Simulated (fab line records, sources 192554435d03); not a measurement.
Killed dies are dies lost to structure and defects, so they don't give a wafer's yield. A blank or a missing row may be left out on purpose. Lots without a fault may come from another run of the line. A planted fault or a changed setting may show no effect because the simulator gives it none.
A struck lot beside a sound one | flow n5_finfet | 33 steps out of a route of 1938
Sound: wafers L890.2, L890.5, L890.6. Struck: wafers L892.1, L892.3, L892.5. The cause comes at the end.
At each step with rows: each side's tool, then ch and its chambers, then its first start. Under that, the readings that differ: sound wafers | struck wafers | difference of the means | sigmas: that difference in standard deviations of wafers without a fault.
alike: readings whose means differ by less than 2 such deviations, and words and numbers that are the same on both sides. not compared: withheld readings, readings that some wafer has no value for, bounds like >300 that may hide the same value, and numbers for which the record gives no deviation and whose values overlap.
The two part at a step that has a row with sigmas, a row that says differs or no value, or rows on one side only. Numbers that don't overlap but have no deviation are shown without sigmas and don't part them. A reading that every wafer of one side lacks parts them only if that side has two wafers or more.

first, 1 step without rows for these wafers: N5_BEOL_M6_ECD_50 (material Cu, target thk 300 nm).
N5_BEOL_M6_ANNEAL_51: time 90 s.
  sound on rtp_anneal-02 ch 0, day 11 13:24; struck on rtp_anneal-02 ch 0, day 11 22:53
  alike: wafer_temp_C_max
N5_BEOL_M6_CMP_52: polishes, stops on SiCOH lowk, t overpolish 6.9 s, target thk 80 nm.
  sound on cmp-02 ch 1,2,3, day 11 13:46; struck on cmp-04 ch 1,2, day 11 23:12
  alike: barrier_field_endpoint_s, motor_current_A, overpolish_run_s, time_to_endpoint_s
N5_BEOL_M6_THK_MEAS_53: measures by xrf.
  sound on film_metro-02, day 11 13:57; struck on film_metro-01, day 11 23:30
  alike: M6_THK
then, 2 steps without rows for these wafers: N5_BEOL_M6_PRE_CLEAN_55 (time 15 s); N5_BEOL_M6_DEP_56 (deposits SiCN from 3MS/NH3, target thk 10 nm, time 17.5 s).
N5_BEOL_M6_RS_MEAS_57: measures by four-point-probe.
  sound on film_metro-02, day 11 14:05; struck on film_metro-02, day 11 23:38
  alike: M6_RS
N5_BEOL_M6_INSPECT_58: inspects for defects (darkfield).
  sound on defect_inspect-01, day 11 14:06; struck on defect_inspect-02, day 11 23:40
  alike: raw_defect_count
N5_BEOL_M7_ILD_DEP_00: deposits SiCOH lowk from DEMS/porogen, target thk 179.75 nm, time 33.4 s.
  sound on pecvd-03 ch 0,1,2, day 11 14:08; struck on pecvd-02 ch 0,1, day 11 23:41
  reading            | sound       | struck      | difference | sigmas
  heater_power_w (W) | 349 304 338 | 270 245 278 | -66        | -2
  alike: chamber_pressure_Torr, heater_power_outer_w, showerhead_plenum_p_Torr, throttle_valve_pct
N5_BEOL_M7_CURE_74: cures SiCOH lowk, time 240 s.
  sound on uv_cure-01 ch 1, day 11 14:17; struck on uv_cure-01 ch 0, day 11 23:46
  alike: lamp_power_pct, wafer_temp_C_max
N5_BEOL_M7_THK_MEAS_01:
  sound on film_metro-01, day 11 14:43; struck on film_metro-02, day 12 00:16
  alike: M7_ILD_THK
then, 1 step without rows for these wafers: N5_BEOL_M7_PECVD_70 (deposits SiO2 from TEOS/O2, target thk 20 nm, time 22.7 s).
N5_BEOL_M7_HM_DEP_02: deposits TiN, target thk 20 nm.
  sound on pvd_sputter-03, day 11 15:43; struck on pvd_sputter-03, day 12 00:40
  no value came back on the struck wafers for chamber_pressure_pa (Pa), substrate_temp_c (C), throttle_valve_pct (%); on the sound wafers chamber_pressure_pa (Pa) reads 0.5001 0.4995 0.5006
then, 8 steps without rows for these wafers: N5_BEOL_M7_COAT_59 (time 60 s, resist thk 100 nm); N5_BEOL_M7_COAT_60 (time 60 s, resist thk 35 nm); N5_BEOL_M7_COAT_05 (resist thk 90 nm); N5_BEOL_M7_EBR_07; N5_BEOL_M7_SOFTBAKE_06 (time 60 s); N5_BEOL_M7_EXPOSE_08 (exposes mask M7); N5_BEOL_M7_PEB_09 (peb time 60 s); N5_BEOL_M7_DEVELOP_10 (develop time 30 s).
N5_BEOL_M7_CD_MEAS_11: target cd 38.5 nm.
  sound on cd_sem-01 ch 0, day 11 16:13; struck on cd_sem-02 ch 0, day 12 01:10
  alike: cd_nm
N5_BEOL_M7_OVL_MEAS_12:
  sound on overlay-02 ch 0, day 11 16:15; struck on overlay-01 ch 0, day 12 01:12
  alike: M7_OVL
N5_BEOL_M7_INSPECT_13: inspects for defects (brightfield).
  sound on defect_inspect-02, day 11 16:17; struck on defect_inspect-01, day 12 01:13
  alike: raw_defect_count
then, 1 step without rows for these wafers: N5_BEOL_M7_DESCUM_16 (chemistry O2, time 7.9 s).
N5_BEOL_M7_ETCH_61: etches SiARC in CF4, target depth 45.5 nm, time 75.8 s.
  sound on rie_diel-01 ch 2,3, day 11 16:21; struck on rie_diel-01 ch 1,3, day 12 01:17
  alike: drypump_motor_current_A, etch_rf_on_time_s, oes_product_au, rf_vpp_V, showerhead_plenum_p_Torr, throttle_valve_pct
  not compared: rf_hours_counter_h
then, 3 steps without rows for these wafers: N5_BEOL_M7_ETCH_62 (etches SOC in N2/H2, target depth 110 nm, overetch 22 nm, time 165 s); N5_BEOL_M7_STRIP_68 (strips in N2/H2); N5_BEOL_M7_STRIP_67 (strips in CF4).
N5_BEOL_M7_HM_OPEN_17: chemistry Cl2/BCl3, target TiN, target depth 20 nm, overetch 6 nm.
  sound on rie_metal-03 ch 0,1, day 11 16:35; struck on rie_metal-01 ch 0,1, day 12 01:32
  reading                  | sound             | struck            | difference | sigmas
  oes_product_au (a.u.)    | 0.65 0.64 0.71    | 0.35 0.36 0.24    | -0.35      | -3
  throttle_valve_pct (%)   | 22.05 22.06 22.44 | 22.95 22.95 23.35 | +0.90      | +5
  model.etch.depth_nm (nm) | 20.17 20.1 20.15  | 0 0 0             | -20        |
  alike: drypump_motor_current_A
  not compared: rf_hours_counter_h
then, 1 step without rows for these wafers: N5_BEOL_M7_STRIP_19 (strips in O2).
N5_BEOL_M7_CD_MEAS_18: pitch 80 nm, target cd 40 nm.
  sound on cd_sem-01, day 11 16:46; struck on cd_sem-01, day 12 01:46
  reading    | sound          | struck | difference                    | sigmas
  cd_nm (nm) | 40.4 39.9 40.3 | - - -  | no value on the struck wafers |
then, 1 step without rows for these wafers: N5_BEOL_M7_COAT_63 (time 60 s, resist thk 60 nm).

WHERE THEY PART
First at N5_BEOL_M7_ILD_DEP_00; last, within this record, at N5_BEOL_M7_CD_MEAS_18.

WHY: what the simulator had put in
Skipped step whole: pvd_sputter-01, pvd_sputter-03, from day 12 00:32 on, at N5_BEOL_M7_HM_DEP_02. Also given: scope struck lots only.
